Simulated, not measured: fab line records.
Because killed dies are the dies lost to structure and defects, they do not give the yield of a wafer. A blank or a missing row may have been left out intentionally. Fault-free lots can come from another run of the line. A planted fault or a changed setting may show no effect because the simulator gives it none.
2 desks, one fault | flow nand_harc | each desk holds nothing but its own numbers, with what lay behind them at the end

## FOR THE TOOL OWNER'S DESK: pecvd-04
The tool's own readings at NHARC_A_CONTACT_DEP_29 (deposits SiON, target thk 70 nm): means of the sampled wafers that have a number, for each lot that ran on this tool. Any lot whose mean is over 4 standard deviations away from the usual mean is out of limits and marked OUT; that distance is given in the brackets.
Columns: A = heater_power_w at NHARC_A_CONTACT_DEP_29, usual 776 W
lot  | first seen here | A
L625 | day 16 08:36    | 676
L630 | day 17 11:07    | 863
L634 | day 19 17:32    | 784
L637 | day 19 19:25    | 766
L638 | day 20 04:42    | 705
This desk's finding: nothing out of limits on any of the 5 lots.

## THE METROLOGY DESK
What the gauges read, lot by lot, whatever tool the lot ran on: means of the sampled wafers that have a number. Any lot whose mean is over 4 standard deviations away from the usual mean is out of limits and marked OUT; that distance is given in the brackets.
Columns: A = cd_nm at NHARC_THIN_TSV_CD_MEAS_33, usual 5000.8 nm
lot  | first seen here | A
L625 | day 19 01:00    | 5000.0
L627 | day 19 07:17    | 5001.3
L629 | day 19 08:43    | 5000.0
L630 | day 20 03:20    | 5000.8
L628 | day 20 14:39    | 4999.3
L642 | day 22 20:01    | 5000.4
L640 | day 23 08:22    | 4999.6
L641 | day 23 11:50    | 5003.5
L643 | day 23 19:24    | 5000.1
L644 | day 24 06:01    | 4999.7
L645 | day 24 13:10    | 5000.5
This desk's finding: nothing out of limits on any of the 11 lots.

## BROUGHT TOGETHER
The desk of the tool owner found nothing out of limits.
Nothing out of limits was seen by the metrology desk.

## WHAT THE SIMULATOR HAD INSERTED
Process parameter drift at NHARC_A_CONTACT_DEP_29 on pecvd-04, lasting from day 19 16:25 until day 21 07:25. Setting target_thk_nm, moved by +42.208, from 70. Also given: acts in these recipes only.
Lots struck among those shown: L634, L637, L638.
